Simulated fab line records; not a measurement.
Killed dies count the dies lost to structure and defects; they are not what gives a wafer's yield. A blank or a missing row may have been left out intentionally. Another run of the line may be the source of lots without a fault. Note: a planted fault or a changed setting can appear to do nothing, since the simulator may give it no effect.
fab line records | flow n5-finfet
record: lots: 10 | wafers: 30 | last-day: 17
route steps=1938 shown BEOL_M9@1458 BEOL_M10@1471
lots that met no fault: from a run of the same line without faults
start-h: the number of hours between the record's first day and the start of the first shown wafer of the lot | wait-h: hours since the lot's step before | " identical to the entry in the row above | L1.1+2: several wafers, shown together as one row | - value missing, or start not given | * or withheld: withheld | < > ~ a bound
route shown NAME@n: a module of which the file shows steps, and the number in the route of the first | usual: average and standard deviation across the fault-free wafers | same: alike in all rows | chamber/n: place in a boat | sites: each site's reading | _std_site: their standard deviation | _edge_site: inner sites' mean taken away from outer sites' mean | radius-mm: how far each site lies from the wafer's centre | mask NAME#n: copy n | behind: the last tool/chamber to shape the wafer | hold: cause of the lot's hold/its duration in hours/its outcome | device: whichever transistor did not switch (one of n, p or np) | end of line: tests of these same wafers at the route's end | a step with no rows: only its recipe | killed: at the first sort, the dies lost to defects and structure; wafer yield is something else | map: dies across one wafer; x = killed, . = not, _ = none there
set.NAME: the setting the step ran with; set.NAME@STEP: the setting that earlier step ran with | model.NAME: the simulator's own value behind a step, which no gauge read
route steps across a sampled set of lots; one table per step, one row per wafer
services: a tool's chamber out of use, with start hour (start-h, from the record's first day; less than 0 if before it), hours out, and reason
== steps ==
step: N5_BEOL_M9_ALD_74
recipe: material: TaN | target-thk-a: 20 | temp-c: 275 | ald-precursor-family: PDMAT | ald-co-reactant: NH3 | pressure-torr: 3 | carrier-flow-sccm: 1500 | pulse-time-s: 2 | purge-time-s: 3 | co-reactant-purge-time-s: 2 | co-reactant-pulse-time-s: 3 | ald-cycles: 40 | precursor-vessel-temp-c: 75 | precursor-vessel-pressure-torr: 26.25 | precursor-vessel-carrier-sccm: 1000
usual: heater-power-w: 423/60 | precursor-vessel-carrier-sccm: 1000/3.2
lot.wafer | tool         | chamber | start-h | wait-h | heater-power-w | precursor-vessel-carrier-sccm
L708.3    | ald-metal-02 | 0       | 205.91  | 0.0    | 471            | 1000
L708.4    | "            | 1       | "       | "      | 342            | 1005
L708.6    | "            | 0       | "       | "      | 481            | 997
L710.1    | ald-metal-04 | 0       | 221.44  | 0.0    | 493            | 1003
L710.2    | "            | 3       | "       | "      | 367            | 998
L710.3    | "            | 2       | "       | "      | 426            | 998
L711.1    | ald-metal-01 | 0       | 235.89  | 0.2    | 333            | 1006
L711.5    | "            | 3       | "       | "      | 457            | 1005
L711.6    | "            | 0       | "       | "      | 322            | 1006
L720.1    | ald-metal-04 | 3       | 302.05  | 0.2    | 366            | 997
L720.4    | "            | 1       | "       | "      | 380            | 999
L720.5    | "            | 0       | "       | "      | 488            | 1005
L722.1    | ald-metal-02 | 0       | 307.84  | 0.0    | 471            | 996
L722.4    | "            | 3       | "       | "      | 413            | 999
L722.6    | "            | 2       | "       | "      | 459            | 1003
L721.2    | ald-metal-01 | 0       | 308.17  | 0.0    | 338            | 997
L721.5    | "            | 2       | "       | "      | 407            | 997
L721.6    | "            | 3       | "       | "      | 447            | 1005
L723.2    | ald-metal-01 | 3       | 315.60  | 0.1    | 464            | 995
L723.4    | "            | 0       | "       | "      | 328            | 1002
L723.5    | "            | 0       | "       | "      | 328            | 1000
L724.2    | ald-metal-02 | 0       | 319.50  | 0.0    | 467            | 1004
L724.5    | "            | 1       | "       | "      | 356            | 1001
L724.6    | "            | 0       | "       | "      | 480            | 1004
L728.1    | ald-metal-02 | 1       | 338.67  | 0.1    | 347            | 1005
L728.3    | "            | 3       | "       | "      | 409            | 1000
L728.4    | "            | 0       | "       | "      | 459            | 1003
L729.3    | ald-metal-01 | 2       | 348.45  | 0.0    | 410            | 995
L729.4    | "            | 1       | "       | "      | 532            | 1004
L729.6    | "            | 3       | "       | "      | 448            | 1002
step: N5_BEOL_M9_SURFACE_TREAT_79
recipe: gas: Ar | time-s: * | ion-energy-ev: * | ion-current-ma-cm2: 0.5 | pressure-mtorr: * | ar-flow-sccm: 30
usual: throttle-valve-pct: *
same: time-s: *
lot.wafer | tool           | chamber | start-h | wait-h | throttle-valve-pct
L708.3    | pvd-sputter-01 | -       | 206.20  | 0.2    | *
L708.4    | "              | -       | "       | "      | *
L708.6    | "              | -       | "       | "      | *
L710.1    | pvd-sputter-03 | -       | 221.72  | 0.2    | *
L710.2    | "              | -       | "       | "      | *
L710.3    | "              | -       | "       | "      | *
L711.1    | pvd-sputter-01 | -       | 236.33  | 0.3    | *
L711.5    | "              | -       | "       | "      | *
L711.6    | "              | -       | "       | "      | *
L720.1    | pvd-sputter-03 | -       | 302.36  | 0.2    | *
L720.4    | "              | -       | "       | "      | *
L720.5    | "              | -       | "       | "      | *
L722.1    | pvd-sputter-01 | -       | 308.13  | 0.2    | *
L722.4    | "              | -       | "       | "      | *
L722.6    | "              | -       | "       | "      | *
L721.2    | pvd-sputter-01 | -       | 308.49  | 0.2    | *
L721.5    | "              | -       | "       | "      | *
L721.6    | "              | -       | "       | "      | *
L723.2    | pvd-sputter-03 | -       | 315.95  | 0.2    | *
L723.4    | "              | -       | "       | "      | *
L723.5    | "              | -       | "       | "      | *
L724.2    | pvd-sputter-01 | -       | 319.95  | 0.3    | *
L724.5    | "              | -       | "       | "      | *
L724.6    | "              | -       | "       | "      | *
L728.1    | pvd-sputter-01 | -       | 339.21  | 0.4    | *
L728.3    | "              | -       | "       | "      | *
L728.4    | "              | -       | "       | "      | *
L729.3    | pvd-sputter-03 | -       | 348.97  | 0.4    | *
L729.4    | "              | -       | "       | "      | *
L729.6    | "              | -       | "       | "      | *
step: N5_BEOL_M9_CMP_52
recipe: stop-on: SiCOH_lowk | t-overpolish-s: 7 | down-force-psi: 1 | platen-rpm: 50 | clearing-platen-down-force-psi: 1.5 | clearing-platen-rpm: 50 | post-cmp-clean: cu-alkaline | target-thk-nm: 140 | clearing-platen-pad-velocity-m-s: 0.99484 | pad-velocity-m-s: 0.99484
usual: barrier-field-endpoint-s: 28.9/0.87 | edge-zone-pressure-frac: 1.001/0.0048 | motor-current-A: 5.9/0.46 | overpolish-run-s: 6.998/0.008 | time-to-endpoint-s: 66/3.6
lot.wafer | tool   | chamber | start-h | wait-h | barrier-field-endpoint-s | edge-zone-pressure-frac | motor-current-A | overpolish-run-s | time-to-endpoint-s
L708.3    | cmp-02 | 1       | 207.21  | 0.2    | 29.3                     | 1.004                   | 6.9             | 6.993            | 68
L708.4    | "      | 3       | "       | "      | 29.6                     | 0.999                   | 6.1             | 7.019            | 67
L708.6    | "      | 2       | "       | "      | 29.1                     | 0.993                   | 6.0             | 7.004            | 66
L710.3    | cmp-02 | 3       | 223.15  | 0.2    | 28.7                     | 1.001                   | 6.3             | 7.005            | 68
L710.1    | "      | 0       | "       | "      | 29.1                     | 1.001                   | 5.8             | 7.001            | 69
L710.2    | "      | 1       | "       | "      | 30.2                     | 1.005                   | 6.5             | 6.994            | 71
L711.1    | cmp-01 | 2       | 237.19  | 0.3    | 27.8                     | 0.998                   | 5.9             | 7.001            | 66
L711.6    | "      | 0       | "       | "      | 29.1                     | 0.997                   | 5.4             | 7.000            | 69
L711.5    | "      | 1       | "       | "      | 29.4                     | 0.998                   | 5.7             | 6.992            | 72
L720.1    | cmp-04 | 0       | 303.49  | 0.5    | 30.0                     | 1.005                   | 6.4             | 7.001            | 67
L720.4    | "      | 1       | "       | "      | 30.1                     | 1.003                   | 5.8             | 7.006            | 63
L720.5    | "      | 0       | "       | "      | 30.2                     | 1.001                   | 6.4             | 7.001            | 66
L722.4    | cmp-04 | 2       | 309.29  | 0.2    | 28.1                     | 1.009                   | 5.5             | 6.989            | 63
L722.1    | "      | 0       | "       | "      | 28.0                     | 1.004                   | 6.2             | 6.996            | 63
L722.6    | "      | 2       | "       | "      | 27.8                     | 1.005                   | 5.4             | 7.000            | 59
L721.2    | cmp-02 | 0       | 310.12  | 0.2    | 28.5                     | 1.006                   | 5.5             | 6.998            | 63
L721.5    | "      | 0       | "       | "      | 28.3                     | 1.010                   | 5.6             | 6.997            | 62
L721.6    | "      | 1       | "       | "      | 29.9                     | 1.009                   | 6.5             | 7.004            | 69
L723.2    | cmp-01 | 2       | 316.78  | 0.3    | 27.9                     | 1.003                   | 6.1             | 6.987            | 69
L723.4    | "      | 3       | "       | "      | 29.1                     | 1.003                   | 6.9             | 7.004            | 67
L723.5    | "      | 0       | "       | "      | 29.5                     | 1.001                   | 5.2             | 6.996            | 67
L724.2    | cmp-01 | 1       | 320.80  | 0.3    | 28.9                     | 1.014                   | 5.5             | 7.002            | 68
L724.6    | "      | 2       | "       | "      | 28.9                     | 0.996                   | 5.8             | 7.003            | 68
L724.5    | "      | 3       | "       | "      | 29.5                     | 1.002                   | 7.3             | 6.990            | 70
L728.4    | cmp-02 | 1       | 341.38  | 0.6    | 29.6                     | 1.002                   | 6.5             | 7.001            | 68
L728.3    | "      | 2       | "       | "      | 29.1                     | 1.007                   | 5.6             | 7.001            | 67
L728.1    | "      | 3       | "       | "      | 29.0                     | 1.005                   | 6.2             | 7.003            | 64
L729.3    | cmp-01 | 1       | 350.03  | 0.2    | 28.7                     | 1.002                   | 5.6             | 7.000            | 69
L729.4    | "      | 0       | "       | "      | 28.1                     | 0.993                   | 5.7             | 7.011            | 63
L729.6    | "      | 1       | "       | "      | 28.4                     | 1.003                   | 5.5             | 6.997            | 66
step: N5_BEOL_M10_CURE_71
recipe: temp-c: 385 | time-s: 240 | ambient: He/Ar | material: SiCOH_lowk
usual: lamp-power-pct: 52.31/0.052 | run-length-s: 286.2/1.3 | time-s: 240/0 | wafer_temp_C_max: 386.6/0.68
lot.wafer | tool       | chamber | start-h | wait-h | lamp-power-pct | run-length-s | time-s | wafer_temp_C_max
L708.3    | uv-cure-02 | 2       | 207.94  | 0.2    | 52.36          | 285.3        | 240    | 386.9
L708.4    | "          | 2       | "       | "      | 52.37          | 285.7        | 240    | 386.4
L708.6    | "          | 2       | "       | "      | 52.35          | 284.9        | 240    | 385.8
L710.1    | uv-cure-03 | 1       | 223.72  | 0.0    | 52.38          | 285.8        | 240    | 386.8
L710.2    | "          | 1       | "       | "      | 52.19          | 286.5        | 240    | 386.6
L710.3    | "          | 1       | "       | "      | 52.27          | 286.2        | 240    | 387.2
L711.1    | uv-cure-03 | 2       | 237.91  | 0.3    | 52.33          | 285.2        | 240    | 387.3
L711.5    | "          | 2       | "       | "      | 52.37          | 285.1        | 240    | 386.7
L711.6    | "          | 2       | "       | "      | 52.33          | 286.0        | 240    | 386.7
L720.1    | uv-cure-03 | 1       | 304.03  | 0.0    | -              | -            | -      | -
L720.4    | "          | 1       | "       | "      | -              | -            | -      | -
L720.5    | "          | 1       | "       | "      | -              | -            | -      | -
L722.1    | uv-cure-03 | 1       | 310.06  | 0.3    | -              | -            | -      | -
L722.4    | "          | 1       | "       | "      | -              | -            | -      | -
L722.6    | "          | 1       | "       | "      | -              | -            | -      | -
L721.2    | uv-cure-03 | 2       | 310.77  | 0.1    | -              | -            | -      | -
L721.5    | "          | 2       | "       | "      | -              | -            | -      | -
L721.6    | "          | 2       | "       | "      | -              | -            | -      | -
L723.2    | uv-cure-02 | 1       | 317.35  | 0.1    | 52.35          | 285.9        | 240    | 386.3
L723.4    | "          | 1       | "       | "      | 52.35          | 286.3        | 240    | 386.3
L723.5    | "          | 1       | "       | "      | 52.34          | 285.8        | 240    | 385.8
L724.2    | uv-cure-02 | 2       | 321.34  | 0.1    | 52.19          | 285.7        | 240    | 386.1
L724.5    | "          | 2       | "       | "      | 52.25          | 285.5        | 240    | 385.6
L724.6    | "          | 2       | "       | "      | 52.41          | 285.4        | 240    | 386.0
L728.1    | uv-cure-01 | 2       | 341.91  | 0.0    | 52.28          | 286.0        | 240    | 388.0
L728.3    | "          | 2       | "       | "      | 52.43          | 285.8        | 240    | 387.1
L728.4    | "          | 2       | "       | "      | 52.24          | 285.6        | 240    | 387.3
L729.3    | uv-cure-02 | 2       | 350.80  | 0.2    | 52.26          | 285.0        | 240    | 386.5
L729.4    | "          | 2       | "       | "      | 52.32          | 284.9        | 240    | 386.4
L729.6    | "          | 2       | "       | "      | 52.21          | 285.2        | 240    | 386.3
step: N5_BEOL_M10_THK_MEAS_01
recipe: reads: SiCOH_lowk_of_BEOL_M10_ILD_DEP_00
usual: M10_ILD_THK: 268/3
lot.wafer | tool          | chamber | start-h | wait-h | M10_ILD_THK[nm]
L708.3    | film-metro-02 | -       | 208.29  | 0.3    | 272
L708.4    | "             | -       | "       | "      | 271
L708.6    | "             | -       | "       | "      | 269
L710.1    | film-metro-01 | -       | 224.24  | 0.4    | 266
L710.2    | "             | -       | "       | "      | 268
L710.3    | "             | -       | "       | "      | 267
L711.1    | film-metro-01 | -       | 238.42  | 0.4    | 263
L711.5    | "             | -       | "       | "      | 270
L711.6    | "             | -       | "       | "      | 270
L720.1    | film-metro-01 | -       | 304.54  | 0.4    | 306
L720.4    | "             | -       | "       | "      | 311
L720.5    | "             | -       | "       | "      | 312
L722.1    | film-metro-01 | -       | 310.57  | 0.4    | 305
L722.4    | "             | -       | "       | "      | 308
L722.6    | "             | -       | "       | "      | 311
L721.2    | film-metro-01 | -       | 311.21  | 0.4    | 306
L721.5    | "             | -       | "       | "      | 316
L721.6    | "             | -       | "       | "      | 311
L723.2    | film-metro-02 | -       | 317.78  | 0.4    | 267
L723.4    | "             | -       | "       | "      | 273
L723.5    | "             | -       | "       | "      | 271
L724.2    | film-metro-01 | -       | 321.77  | 0.4    | 270
L724.5    | "             | -       | "       | "      | 271
L724.6    | "             | -       | "       | "      | 274
L728.1    | film-metro-01 | -       | 342.42  | 0.4    | 266
L728.3    | "             | -       | "       | "      | 263
L728.4    | "             | -       | "       | "      | 269
L729.3    | film-metro-02 | -       | 351.15  | 0.3    | 263
L729.4    | "             | -       | "       | "      | 269
L729.6    | "             | -       | "       | "      | 269
== services ==
tool           | chamber | start-h | hours | kind
cmp-02         | -       | 184.75  | 2.0   | repair
uv-cure-02     | -       | 188.13  | 2.8   | pm
cmp-02         | -       | 197.05  | 4.4   | repair
cmp-01         | -       | 197.94  | 6.9   | pm
ald-metal-01   | 0       | 213.13  | 14.7  | repair
ald-metal-02   | 3       | 213.92  | 3.1   | repair
cmp-02         | -       | 237.89  | 4.0   | pm
cmp-02         | -       | 245.71  | 4.2   | repair
uv-cure-03     | -       | 246.60  | 2.1   | pm
uv-cure-03     | -       | 255.96  | 7.5   | pm
ald-metal-01   | -       | 256.01  | 8.7   | pm
uv-cure-02     | -       | 270.70  | 6.3   | repair
cmp-02         | -       | 283.57  | 2.2   | repair
cmp-01         | -       | 287.77  | 0.5   | repair
cmp-01         | -       | 288.30  | 5.9   | pm
cmp-02         | -       | 298.87  | 3.1   | repair
cmp-01         | -       | 302.33  | 2.0   | repair
pvd-sputter-03 | -       | 309.90  | 0.8   | repair
uv-cure-02     | -       | 310.48  | 1.0   | pm
cmp-01         | -       | 312.15  | 4.0   | pm
cmp-02         | -       | 320.60  | 7.2   | pm
uv-cure-03     | -       | 330.67  | 7.5   | pm
cmp-02         | -       | 334.81  | 0.5   | repair
pvd-sputter-01 | -       | 335.20  | 1.6   | repair
== key ==
first-sign: step: N5_BEOL_M10_CURE_71 | reading: tool-record | direction: missing
effect: step: N5_BEOL_M10_THK_MEAS_01 | reading: M10_ILD_THK | direction: up | sigmas: 14 | usual: 268 | struck: 309
met-at N5_BEOL_M10_CURE_71
struck-lots L720,L721,L722
not-acting-at N5_BEOL_M9_ALD_74,N5_BEOL_M9_SURFACE_TREAT_79,N5_BEOL_M9_CMP_52
onset-between 237.91 304.03
fault: kind: skipped-step-whole | tool: uv-cure-03 | chamber: - | onset-h: 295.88 | steps: N5_BEOL_M10_CURE_71 | scope: struck-lots-only
